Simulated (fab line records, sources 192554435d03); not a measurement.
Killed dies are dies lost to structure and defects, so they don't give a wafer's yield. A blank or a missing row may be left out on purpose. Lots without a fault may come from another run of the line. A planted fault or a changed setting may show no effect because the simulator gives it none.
Chamber matching | flow n5_finfet | N5_BEOL_M14_DESCUM_15 on rie_diel-04: 4 sister chambers
The step chemistry O2, time 7.9 s. 4 wafers are shown with their chamber, then 12 later ones without.

WAFERS WITH THEIR CHAMBER
wafer  | chamber | drypump_motor_current_A (A)
L078.2 | 1       | 6.3
L084.2 | 2       | 4.9
L089.4 | 3       | 6.5
L089.6 | 0       | 5.7

WAFERS WITHOUT THEIR CHAMBER
wafer  | drypump_motor_current_A (A)
L087.2 | 4.9
L087.3 | 5.7
L087.5 | 6.5
L090.2 | 6.3
L090.4 | 4.9
L090.5 | 6.5
L093.1 | 4.9
L093.5 | 6.6
L093.6 | 4.9
L092.1 | 4.9
L092.4 | 5.7
L092.6 | 6.5

WHICH CHAMBER EACH WENT THROUGH
wafer  | from the rows above | in truth
L087.2 | 2                   | 2
L087.3 | 0                   | 0
L087.5 | 3                   | 3
L090.2 | 1                   | 1
L090.4 | 2                   | 2
L090.5 | 3                   | 3
L093.1 | 2                   | 2
L093.5 | 3                   | 3
L093.6 | 2                   | 2
L092.1 | 2                   | 2
L092.4 | 0                   | 0
L092.6 | 3                   | 3
Placed correctly: 12 of 12. Can't be placed from these rows: 0. Placed wrongly: 0.
How it was worked out, from the rows above alone: a wafer's distance from a chamber is the root of the sum, over the readings, of the square of ((its reading less the chamber's mean) divided by the reading's scatter). The wafer belongs to the nearest chamber; if the next one is less than 2 further off, it can't be placed. A chamber's mean is the mean of its shown wafers. The scatter: with one shown wafer a chamber, the root of the mean of the squares of how far each hidden wafer lies from its nearest shown one.
